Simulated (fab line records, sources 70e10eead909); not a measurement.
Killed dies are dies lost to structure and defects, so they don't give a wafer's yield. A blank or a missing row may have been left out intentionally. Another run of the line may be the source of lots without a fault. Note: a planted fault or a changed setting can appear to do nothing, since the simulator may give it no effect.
fab line records    flow nandHarc
[record] lots = 13  wafers = 39  lastDay = 34
route steps=1302 shown A_CONTACT@1102 A_BLC@1122 A_M0@1144
lots untouched by any fault: they come from a run of this same line in which no faults occurred
startH: start of the lot's first displayed wafer, in hours after the record's first day    waitH: how many hours have passed since the lot's step before this one    " unchanged from the row above    L1.1+2: a single row standing in for several wafers    - no value, or no start was given    * or withheld: withheld    < > ~ a bound
route shown NAME@n: names a module that has steps shown in the file, with the first one's number in the route    usual: average and standard deviation across the fault-free wafers    same: alike in all rows    chamber/n: place in a boat    sites: per-site readings    _std_site: standard deviation across them    _edge_site: inner sites' mean taken away from outer sites' mean    radiusMm: how far each site lies from the wafer's centre    mask NAME#n: copy n    behind: tool/chamber where the wafer was last shaped    hold: what put the lot on hold/how long, in hours/how the hold closed    device: which transistor (n, p or np) failed to switch    end of line: the same wafers' tests at the end of the route    step lacking rows: just its recipe    killed: the dies lost at the first sort to structure and to defects; this is not the yield of the wafer    map: per-die view of a wafer (x killed, . not killed, _ where there is no die)
set.NAME: the run value of the setting; set.NAME@STEP: its run value at that earlier step    model.NAME: the simulator's own value behind a step, which no gauge read
one table for each step of the route and one row for each wafer, over a sample of lots
services: when a tool's chamber went out of use (startH, in hours from the record's first day, below 0 if earlier), for how many hours, and the reason
[[steps]]
[step NHARC_A_CONTACT_CVD_19]
[recipe] targetThkA = 3000  tempC = 300  pressureTorr = 40  wf6FlowSccm = 40  h2FlowSccm = 1600  arFlowSccm = 1560  timeS = 802  material = W
[usual] heaterPowerW = 467/32  throttleValvePct = 8.05/0.26
lot.wafer  tool     chamber  startH  waitH  heaterPowerW  throttleValvePct
L903.4     cvdW-01  0        -       -      436           8.23
L903.6     "        0        "       "      435           8.21
L903.5     "        1        "       "      552           8.16
L901.2     cvdW-02  0        -       -      443           7.70
L901.1     "        1        "       "      491           8.17
L901.4     "        1        "       "      496           8.12
L902.3     cvdW-02  0        -       -      434           7.60
L902.6     "        1        "       "      490           8.39
L902.5     "        0        "       "      445           7.60
L904.1     cvdW-02  0        -       -      442           7.48
L904.2     "        1        "       "      496           8.33
L904.3     "        1        "       "      486           8.22
L905.2     cvdW-02  0        -       -      440           7.72
L905.1     "        1        "       "      485           8.39
L905.4     "        0        "       "      435           7.82
L906.2     cvdW-01  1        -       -      507           8.09
L906.6     "        1        "       "      501           7.74
L906.5     "        0        "       "      430           8.06
L907.4     cvdW-02  1        -       -      493           8.10
L907.3     "        0        "       "      436           7.64
L907.5     "        0        "       "      447           7.62
L908.1     cvdW-01  0        -       -      429           8.01
L908.3     "        1        "       "      512           7.92
L908.5     "        1        "       "      517           8.01
L909.1     cvdW-01  1        -       -      514           8.25
L909.4     "        0        "       "      433           7.90
L909.5     "        0        "       "      439           7.85
L912.2     cvdW-01  0        -       -      433           7.98
L912.1     "        1        "       "      511           7.97
L912.4     "        0        "       "      432           8.13
L917.1     cvdW-01  1        -       -      517           7.98
L917.2     "        0        "       "      447           8.14
L917.6     "        1        "       "      523           8.07
L921.2     cvdW-02  1        -       -      467           8.23
L921.3     "        1        "       "      449           8.24
L921.5     "        1        "       "      454           8.16
L924.1     cvdW-01  0        -       -      450           7.97
L924.4     "        0        "       "      447           8.24
L924.3     "        1        "       "      549           8.31
[step NHARC_A_BLC_ETCH_17]
[recipe] targetDepthA = 3900  overEtchFrac = 0.25  timeS = 609.38  ionEnergyEv = 200  n2FlowSccm = 150  h2FlowSccm = 150  arFlowSccm = 0  rfW = 400  biasW = 150  chemistry = N2/H2
[usual] drypumpMotorCurrentA = 5.8/0.47  h2FlowSccm = 150.1/0.41  oesProductAu = 1.002/0.01  rfVppV = 429.7/2.3  showerheadPlenumPTorr = 2.01/0.079  throttleValvePct = 14.171/0.01
lot.wafer  tool        chamber  startH  waitH  drypumpMotorCurrentA  h2FlowSccm  oesProductAu  rfHoursCounterH  rfVppV  showerheadPlenumPTorr  throttleValvePct
L903.4     rieDiel-12  0        -       -      5.1                   150.2       1.000         2                431.0   2.11                   14.178
L903.6     "           1        "       "      6.1                   150.0       1.013         -                430.8   2.02                   14.163
L903.5     "           2        "       "      6.1                   149.7       0.978         -                429.1   1.96                   14.148
L901.4     rieDiel-10  0        -       -      6.0                   150.3       0.993         10               428.4   1.99                   14.155
L901.2     "           1        "       "      5.1                   150.6       0.987         9                428.7   1.98                   14.160
L901.1     "           2        "       "      5.3                   150.0       1.000         9                433.1   2.15                   14.175
L902.3     rieDiel-11  2        -       -      5.3                   150.4       1.007         26               429.6   1.94                   14.175
L902.6     "           2        "       "      5.3                   149.9       1.004         -                428.4   1.94                   14.167
L902.5     "           1        "       "      5.6                   150.2       1.012         -                424.5   1.88                   14.191
L904.2     rieDiel-10  0        -       -      6.0                   150.4       0.985         12               429.0   1.99                   14.163
L904.1     "           1        "       "      5.1                   150.2       0.989         10               430.8   1.98                   14.161
L904.3     "           2        "       "      5.3                   150.8       0.993         11               434.7   2.15                   14.168
L905.4     rieDiel-10  2        -       -      5.3                   150.4       0.993         14               432.7   2.15                   14.174
L905.1     "           3        "       "      5.9                   150.4       1.015         14               429.0   1.97                   14.167
L905.2     "           0        "       "      6.0                   149.1       0.994         14               429.4   1.99                   14.167
L906.2     rieDiel-12  1        -       -      6.2                   150.2       1.017         6                428.5   2.02                   14.159
L906.5     "           2        "       "      6.2                   149.9       0.981         -                428.6   1.96                   14.159
L906.6     "           3        "       "      6.5                   150.1       1.001         -                431.0   2.06                   14.171
L907.4     rieDiel-12  1        -       -      6.2                   149.5       1.012         7                430.2   2.02                   14.183
L907.3     "           0        "       "      5.1                   149.9       1.001         6                431.7   2.11                   14.183
L907.5     "           1        "       "      6.2                   149.1       1.001         -                430.5   2.02                   14.185
L908.1     rieDiel-10  2        -       -      5.3                   150.5       0.978         0                432.1   2.15                   14.163
L908.3     "           3        "       "      5.9                   150.1       1.003         0                429.0   1.97                   14.166
L908.5     "           1        "       "      5.1                   149.3       0.984         -                427.4   1.98                   14.181
L909.4     rieDiel-10  3        -       -      5.9                   149.7       1.020         1                428.6   1.96                   14.149
L909.1     "           0        "       "      6.0                   150.3       1.010         1                429.1   1.99                   14.173
L909.5     "           3        "       "      6.0                   149.7       1.007         -                427.3   1.96                   14.166
L912.1     rieDiel-12  0        -       -      5.1                   150.1       1.016         1                432.0   2.11                   14.187
L912.2     "           1        "       "      6.2                   150.3       1.015         1                428.6   2.01                   14.168
L912.4     "           2        "       "      6.2                   150.6       1.004         -                428.0   1.96                   14.168
L917.1     rieDiel-10  0        -       -      6.0                   149.4       0.992         6                428.9   1.98                   14.153
L917.2     "           2        "       "      5.3                   150.6       0.994         7                433.5   2.15                   14.169
L917.6     "           1        "       "      5.1                   150.2       0.994         -                429.6   1.98                   14.171
L921.3     rieDiel-10  1        -       -      5.1                   149.8       0.999         11               429.4   1.98                   14.157
L921.2     "           2        "       "      5.3                   150.1       0.987         10               435.2   2.15                   14.173
L921.5     "           1        "       "      5.1                   149.4       0.992         -                427.6   1.98                   14.160
L924.3     rieDiel-12  2        -       -      6.2                   150.0       1.006         8                428.5   1.95                   14.171
L924.1     "           3        "       "      6.5                   150.7       1.012         7                430.9   2.06                   14.172
L924.4     "           0        "       "      5.1                   150.2       1.017         7                431.3   2.10                   14.170
[step NHARC_A_BLC_STRIP_29]
[recipe] cf4FlowSccm = 150  arFlowSccm = 0  biasW = 0  chemistry = CF4
[usual] drypumpMotorCurrentA = 5.8/0.51  oesProductAu = 1.002/0.011  rfVppV = 59.2/0.94  showerheadPlenumPTorr = 1.75/0.053  throttleValvePct = 13.284/0.009
lot.wafer  tool        chamber  startH  waitH  drypumpMotorCurrentA  oesProductAu  rfHoursCounterH  rfVppV  showerheadPlenumPTorr  throttleValvePct
L903.5     rieDiel-11  3        535.03  0.1    5.9                   1.005         -                59.2    1.68                   13.283
L903.6     "           1        "       "      5.6                   1.002         -                57.8    1.64                   13.274
L903.4     "           2        "       "      5.3                   1.000         -                57.7    1.70                   13.293
L901.4     rieDiel-12  3        535.66  0.1    6.5                   0.988         5                57.6    1.78                   13.280
L901.2     "           0        "       "      5.1                   1.005         3                59.4    1.82                   13.302
L901.1     "           2        "       "      6.2                   0.979         5                58.1    1.70                   13.302
L902.3     rieDiel-12  1        538.87  0.1    6.1                   1.011         5                59.1    1.75                   13.292
L902.5     "           2        "       "      6.2                   0.980         -                60.0    1.70                   13.293
L902.6     "           3        "       "      6.5                   0.990         -                59.4    1.78                   13.271
L904.3     rieDiel-12  3        545.65  0.1    6.5                   0.995         5                58.7    1.78                   13.289
L904.1     "           0        "       "      5.1                   0.999         3                60.0    1.82                   13.288
L904.2     "           1        "       "      6.1                   1.009         5                60.4    1.75                   13.280
L905.4     rieDiel-12  0        571.03  0.1    5.1                   1.009         4                58.8    1.82                   13.283
L905.2     "           1        "       "      6.1                   1.015         6                61.1    1.75                   13.271
L905.1     "           2        "       "      6.2                   0.984         6                58.6    1.70                   13.280
L906.2     rieDiel-10  2        573.98  0.1    5.2                   1.002         14               60.8    1.86                   13.265
L906.6     "           3        "       "      5.9                   1.002         -                57.8    1.71                   13.283
L906.5     "           0        "       "      6.0                   0.990         -                58.5    1.73                   13.294
L907.3     rieDiel-10  0        596.42  0.1    6.0                   0.991         17               59.7    1.73                   13.294
L907.4     "           1        "       "      5.1                   0.989         16               58.3    1.72                   13.266
L907.5     "           3        "       "      5.9                   1.001         -                60.4    1.71                   13.281
L908.1     rieDiel-12  1        615.51  0.1    6.2                   1.008         9                58.1    1.75                   13.275
L908.3     "           3        "       "      6.5                   0.991         9                58.4    1.78                   13.294
L908.5     "           0        "       "      5.1                   1.011         -                60.7    1.82                   13.283
L909.4     rieDiel-12  0        621.33  0.1    5.1                   1.009         7                60.4    1.82                   13.279
L909.1     "           1        "       "      6.2                   1.000         9                58.9    1.75                   13.290
L909.5     "           0        "       "      5.1                   1.007         -                61.5    1.82                   13.289
L912.2     rieDiel-12  1        643.17  0.1    6.1                   1.018         1                57.9    1.75                   13.282
L912.1     "           2        "       "      6.2                   1.006         1                58.0    1.70                   13.290
L912.4     "           1        "       "      6.1                   1.016         -                57.3    1.75                   13.280
L917.1     rieDiel-12  1        693.72  0.1    6.2                   1.014         4                59.7    1.75                   13.285
L917.2     "           0        "       "      5.1                   1.004         4                59.2    1.82                   13.278
L917.6     "           2        "       "      6.2                   0.999         -                58.5    1.70                   13.302
L921.3     rieDiel-12  0        724.38  0.1    5.1                   1.013         6                59.3    1.82                   13.270
L921.2     "           2        "       "      6.2                   1.002         6                60.0    1.70                   13.290
L921.5     "           0        "       "      5.1                   1.008         -                59.7    1.82                   13.282
L924.4     rieDiel-10  3        762.92  0.1    5.9                   1.000         12               58.9    1.71                   13.276
L924.1     "           1        "       "      5.1                   0.985         13               58.2    1.72                   13.270
L924.3     "           2        "       "      5.2                   0.984         13               60.1    1.85                   13.273
[step NHARC_A_M0_EXPOSE_06]
[recipe] na = 1.35  targetCdNm = 80  doseMj = 83.25  maskId = A_M0
[usual] exposureDoseMJCm2 = 83.14/0.085  reticleTempC = 22.99/0.1  stageVelMmS = 499.97/0.29
lot.wafer  tool            chamber  startH  waitH  mask    exposureDoseMJCm2  reticleTempC  stageVelMmS
L903.4     arfiScanner-02  0        537.69  -      A_M0#0  83.19              23.05         499.70
L903.5     "               0        "       "      A_M0#0  83.16              22.87         499.87
L903.6     "               0        "       "      A_M0#0  83.20              22.96         499.67
L901.1     arfiScanner-01  0        538.32  -      A_M0#0  83.17              22.89         500.25
L901.2     "               0        "       "      A_M0#0  83.17              23.06         499.86
L901.4     "               0        "       "      A_M0#0  83.05              22.95         499.83
L902.3     arfiScanner-01  0        541.39  -      A_M0#0  83.02              22.91         500.24
L902.5     "               0        "       "      A_M0#0  83.07              23.07         500.29
L902.6     "               0        "       "      A_M0#0  83.12              23.10         500.29
L904.1     arfiScanner-01  0        548.17  -      A_M0#0  83.22              23.13         500.26
L904.2     "               0        "       "      A_M0#0  83.04              23.22         499.81
L904.3     "               0        "       "      A_M0#0  83.11              23.13         500.34
L905.1     arfiScanner-03  0        573.88  -      A_M0#0  83.22              23.17         499.68
L905.2     "               0        "       "      A_M0#0  83.36              22.93         499.67
L905.4     "               0        "       "      A_M0#0  83.31              22.92         499.66
L906.2     arfiScanner-02  0        576.61  -      A_M0#0  83.27              23.04         500.11
L906.5     "               0        "       "      A_M0#0  83.30              23.00         499.69
L906.6     "               0        "       "      A_M0#0  83.16              23.02         500.16
L907.3     arfiScanner-02  0        598.96  -      A_M0#0  83.20              22.96         499.94
L907.4     "               0        "       "      A_M0#0  83.14              23.00         500.04
L907.5     "               0        "       "      A_M0#0  83.02              22.95         500.00
L908.1     arfiScanner-01  0        618.17  -      A_M0#0  83.17              23.01         500.13
L908.3     "               0        "       "      A_M0#0  83.15              22.95         500.20
L908.5     "               0        "       "      A_M0#0  83.21              23.00         500.23
L909.1     arfiScanner-03  0        623.98  -      A_M0#0  83.16              23.13         499.86
L909.4     "               0        "       "      A_M0#0  83.06              23.10         500.17
L909.5     "               0        "       "      A_M0#0  83.04              23.07         499.75
L912.1     arfiScanner-03  0        645.86  -      A_M0#0  83.02              22.85         499.81
L912.2     "               0        "       "      A_M0#0  83.16              22.91         499.32
L912.4     "               0        "       "      A_M0#0  82.98              23.09         499.86
L917.1     arfiScanner-02  0        696.39  -      A_M0#0  85.79              22.88         499.91
L917.2     "               0        "       "      A_M0#0  86.03              22.95         499.86
L917.6     "               0        "       "      A_M0#0  85.90              23.06         499.89
L921.2     arfiScanner-03  0        727.46  -      A_M0#0  83.18              22.83         500.34
L921.3     "               0        "       "      A_M0#0  83.10              23.05         500.25
L921.5     "               0        "       "      A_M0#0  83.09              23.03         500.03
L924.1     arfiScanner-03  0        765.63  -      A_M0#0  83.21              22.90         500.19
L924.3     "               0        "       "      A_M0#0  83.06              23.16         500.16
L924.4     "               0        "       "      A_M0#0  83.15              23.05         500.32
[step NHARC_A_M0_CD_MEAS_09]
[recipe] targetCdNm = 80  landingEnergyEv = 500
[usual] cdNm = 80.0/0.63
lot.wafer  tool      chamber  startH  waitH  cdNm
L903.4     cdSem-02  0        537.83  -      79.9
L903.5     "         0        "       "      79.2
L903.6     "         0        "       "      80.4
L901.1     cdSem-02  0        538.47  -      79.7
L901.2     "         0        "       "      79.8
L901.4     "         0        "       "      80.2
L902.3     cdSem-01  0        541.53  -      80.1
L902.5     "         0        "       "      79.2
L902.6     "         0        "       "      80.5
L904.1     cdSem-01  0        548.31  -      79.6
L904.2     "         0        "       "      79.7
L904.3     "         0        "       "      79.7
L905.1     cdSem-01  0        574.02  -      80.0
L905.2     "         0        "       "      79.5
L905.4     "         0        "       "      79.9
L906.2     cdSem-01  0        576.76  -      79.8
L906.5     "         0        "       "      79.4
L906.6     "         0        "       "      79.8
L907.3     cdSem-03  0        599.11  -      80.4
L907.4     "         0        "       "      80.3
L907.5     "         0        "       "      79.3
L908.1     cdSem-03  0        618.31  -      80.9
L908.3     "         0        "       "      80.9
L908.5     "         0        "       "      80.9
L909.1     cdSem-03  0        624.12  -      80.7
L909.4     "         0        "       "      81.1
L909.5     "         0        "       "      80.4
L912.1     cdSem-03  0        646.00  -      79.6
L912.2     "         0        "       "      80.2
L912.4     "         0        "       "      81.0
L917.1     cdSem-03  0        696.53  -      75.3
L917.2     "         0        "       "      59.1
L917.6     "         0        "       "      72.8
L921.2     cdSem-03  0        727.60  -      80.1
L921.3     "         0        "       "      80.0
L921.5     "         0        "       "      80.3
L924.1     cdSem-02  0        765.77  -      79.5
L924.3     "         0        "       "      79.0
L924.4     "         0        "       "      79.2
[step NHARC_A_M0_CD_MEAS_16]
[usual] cdNm = 80.0/0.97
lot.wafer  tool      chamber  startH  waitH  cdNm
L903.4     cdSem-01  -        538.31  -      79.8
L903.5     "         -        "       "      79.6
L903.6     "         -        "       "      80.2
L901.1     cdSem-02  -        538.95  -      79.8
L901.2     "         -        "       "      78.6
L901.4     "         -        "       "      79.7
L902.3     cdSem-01  -        542.02  -      79.5
L902.5     "         -        "       "      79.5
L902.6     "         -        "       "      79.3
L904.1     cdSem-02  -        548.80  -      79.3
L904.2     "         -        "       "      79.9
L904.3     "         -        "       "      79.7
L905.1     cdSem-02  -        574.51  -      79.7
L905.2     "         -        "       "      79.9
L905.4     "         -        "       "      80.3
L906.2     cdSem-03  -        577.29  -      79.9
L906.5     "         -        "       "      79.4
L906.6     "         -        "       "      79.7
L907.3     cdSem-01  -        599.59  -      81.9
L907.4     "         -        "       "      79.4
L907.5     "         -        "       "      79.4
L908.1     cdSem-03  -        618.80  -      81.1
L908.3     "         -        "       "      80.4
L908.5     "         -        "       "      81.5
L909.1     cdSem-03  -        624.61  -      81.5
L909.4     "         -        "       "      81.1
L909.5     "         -        "       "      81.1
L912.1     cdSem-01  -        646.48  -      80.0
L912.2     "         -        "       "      79.4
L912.4     "         -        "       "      82.0
L917.1     cdSem-03  -        697.02  -      74.9
L917.2     "         -        "       "      60.1
L917.6     "         -        "       "      73.9
L921.2     cdSem-03  -        728.09  -      80.2
L921.3     "         -        "       "      79.6
L921.5     "         -        "       "      80.5
L924.1     cdSem-01  -        766.26  -      79.7
L924.3     "         -        "       "      78.8
L924.4     "         -        "       "      78.1
[[services]]
tool            chamber  startH  hours  kind
arfiScanner-02  -        516.55  2.6    repair
cvdW-01         -        545.88  0.7    repair
cvdW-01         -        547.00  13.0   pm
arfiScanner-03  -        548.45  4.0    pm
cvdW-02         0        549.21  14.5   repair
arfiScanner-01  -        557.76  0.4    repair
arfiScanner-01  -        566.44  2.3    repair
rieDiel-10      0        581.87  2.6    repair
rieDiel-10      -        596.50  9.0    pm
arfiScanner-03  -        605.32  3.1    repair
rieDiel-12      -        622.40  9.0    pm
cvdW-02         -        631.00  13.0   pm
rieDiel-10      0        651.02  7.8    repair
cvdW-01         1        667.66  1.5    repair
rieDiel-10      0        694.04  4.3    repair
rieDiel-12      2        706.26  2.7    repair
cvdW-02         0        720.09  18.6   repair
arfiScanner-03  -        720.45  4.0    pm
cvdW-01         -        728.00  13.0   pm
cvdW-02         0        745.79  2.6    repair
rieDiel-10      0        748.93  3.6    repair
cvdW-02         0        754.26  3.4    repair
arfiScanner-03  -        754.37  1.0    repair
arfiScanner-03  -        759.94  0.3    repair
[[key]]
[firstSign] step = NHARC_A_M0_EXPOSE_06  reading = exposureDoseMJCm2  direction = up  sigmas = 32  usual = 83.14  struck = 85.91
[effect] step = NHARC_A_M0_CD_MEAS_09  reading = cdNm  direction = down  sigmas = 17  usual = 80.0  struck = 69.1  through = controlLoop
[effect] step = NHARC_A_M0_CD_MEAS_16  reading = cdNm  direction = down  sigmas = 11  usual = 80.0  struck = 69.6  through = controlLoop
metAt NHARC_A_M0_EXPOSE_06
struckLots L917
laterRowsLeftOut L917.2
sortLeftOut L917.1,L917.2,L917.6
[loopTrim] step = NHARC_A_M0_EXPOSE_06  setting = dose  lots = L917
notActingAt NHARC_A_CONTACT_CVD_19,NHARC_A_BLC_ETCH_17,NHARC_A_BLC_STRIP_29
onsetBetween 598.96 696.39
[fault] kind = processParameterDrift  tool = arfiScanner-02  chamber = -  onsetH = 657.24  steps = NHARC_A_M0_EXPOSE_06  channel = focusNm  offset = 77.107  spreadByWafer = 0.3  shape = step  endH = 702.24
// sortLeftOut: the simulated sort isn't trusted on such a fault, so these wafers' sort isn't shown, and their yield isn't known
// laterRowsLeftOut: the simulator's readings of these wafers behind a module that went badly wrong aren't trusted and aren't shown, but for the sort
// loopTrim: a control loop set the setting to another value than it would have without faults
